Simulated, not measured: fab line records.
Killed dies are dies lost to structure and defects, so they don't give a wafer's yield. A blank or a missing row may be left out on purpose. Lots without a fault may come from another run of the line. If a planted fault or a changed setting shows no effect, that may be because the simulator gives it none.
Chamber matching | flow nandHarc | cmp-03 running NHARC_A_CHANNEL_FILL_D1_CMP_10: 4 sister chambers
The step polishes, target thk 150 nm. 18 wafers are shown with their chamber, then 9 later ones without.

## EACH WAFER AND ITS CHAMBER
wafer  | chamber | motorCurrentA (A) | timeToEndpointS (s)
L075.3 | 1       | 11.9              | 16.0
L075.5 | 2       | 12.9              | 12.7
L075.6 | 1       | 12.1              | 17.0
L078.2 | 1       | 11.6              | 17.1
L078.4 | 2       | 12.5              | 13.3
L078.5 | 2       | 12.7              | 10.8
L078.1 | 3       | 12.3              | 12.1
L078.3 | 0       | 14.3              | 14.9
L078.6 | 3       | 13.4              | 13.7
L080.1 | 2       | 12.9              | 11.6
L080.2 | 1       | 11.3              | 17.0
L080.3 | 3       | 12.4              | 15.0
L081.1 | 1       | 11.1              | 14.3
L081.3 | 3       | 12.7              | 12.6
L081.6 | 1       | 11.2              | 16.7
L084.1 | 1       | 11.4              | 15.1
L084.4 | 0       | 14.6              | 11.4
L084.5 | 0       | 15.1              | 13.0

SIGNATURES (means of the wafers above)
reading         | chamber 0 | chamber 1 | chamber 2 | chamber 3 | scatter within a chamber
motorCurrentA   | 14.667    | 11.514    | 12.750    | 12.700    | 0.378
timeToEndpointS | 13.100    | 16.171    | 12.100    | 13.350    | 1.25
Rule: a wafer's distance from a chamber is the root of the sum, over the readings, of the square of ((its reading less the chamber's mean) divided by the reading's scatter). If the next closest chamber is less than 2 further off than the closest, the wafer can't be placed; otherwise it belongs to the closest. The scatter: take each reading less its chamber's mean, square it, sum over the shown wafers, divide by the number of wafers less the number of chambers, and take the root.

## WAFERS WITHOUT THEIR CHAMBER
wafer  | motorCurrentA (A) | timeToEndpointS (s)
L085.1 | 12.6              | 16.3
L085.2 | 14.8              | 15.9
L085.4 | 11.7              | 17.6
L090.1 | 12.9              | 12.5
L090.2 | 14.8              | 15.9
L090.6 | 14.6              | 13.1
L091.2 | 12.0              | 15.5
L091.3 | 11.7              | 14.7
L091.4 | 14.0              | 15.0

## WHICH CHAMBER EACH WENT THROUGH
wafer  | from the rows above          | in truth
L085.1 | can't be placed: 3 or 1 or 2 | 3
L085.2 | 0                            | 0
L085.4 | 1                            | 1
L090.1 | can't be placed: 2 or 3      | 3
L090.2 | 0                            | 0
L090.6 | 0                            | 0
L091.2 | can't be placed: 1 or 3 or 2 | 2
L091.3 | can't be placed: 1 or 3      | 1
L091.4 | can't be placed: 0 or 3 or 2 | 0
Correct placement for 4 of the 9. Can't be placed from these rows: 5 (the true chamber is among the candidates in 5). 0 placed wrongly.
